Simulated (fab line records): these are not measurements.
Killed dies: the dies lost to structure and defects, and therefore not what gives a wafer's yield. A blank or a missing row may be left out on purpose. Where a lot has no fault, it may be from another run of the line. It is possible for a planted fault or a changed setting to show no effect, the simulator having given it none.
Matching of chambers | flow nand harc | pecvd-04 running NHARC_A_STAIRCASE_DEP_325: 3 sister chambers
The step deposits SiO2, target thk 7200 nm. 6 wafers are shown with their chamber, then 8 later ones without.

WAFERS PAIRED WITH THEIR CHAMBERS
wafer  | chamber | heater power w (W) | rf fwd power W (W)
L079.6 | 1       | 490                | 501.1
L082.4 | 0       | 674                | 498.6
L086.3 | 2       | 728                | 499.8
L086.5 | 2       | 629                | 500.6
L086.6 | 0       | 660                | 499.7
L090.4 | 1       | 458                | 500.8

WAFERS WITH NO CHAMBER GIVEN
wafer  | heater power w (W) | rf fwd power W (W)
L090.5 | 669                | 498.7
L090.6 | 623                | 496.8
L092.1 | 672                | 500.3
L092.4 | 465                | 501.4
L092.5 | 677                | 499.2
L095.4 | 659                | 499.3
L095.5 | 468                | 501.9
L095.6 | 633                | 500.8

WHICH CHAMBER EACH WENT THROUGH
wafer  | from the rows above     | in truth
L090.5 | can't be placed: 0 or 2 | 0
L090.6 | can't be placed: 0 or 2 | 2
L092.1 | can't be placed: 2 or 0 | 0
L092.4 | 1                       | 1
L092.5 | can't be placed: 0 or 2 | 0
L095.4 | can't be placed: 0 or 2 | 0
L095.5 | 1                       | 1
L095.6 | can't be placed: 2 or 0 | 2
Correctly placed: 2 of 8. From these rows, 6 cannot be placed; in 6 the true chamber is one of the candidates. Wrongly placed: 0.
How it was worked out, from the rows above alone: a wafer's distance from a chamber is the root of the sum, over the readings, of the square of ((its reading less the chamber's mean) divided by the reading's scatter). If the next closest chamber is less than 2 further off than the closest, the wafer can't be placed; otherwise it belongs to the closest. A chamber's mean is the mean of its shown wafers. How the scatter is found: for the shown wafers, subtract from each reading the mean of its chamber, square and add these, divide the total by (wafers less chambers), then take the root.
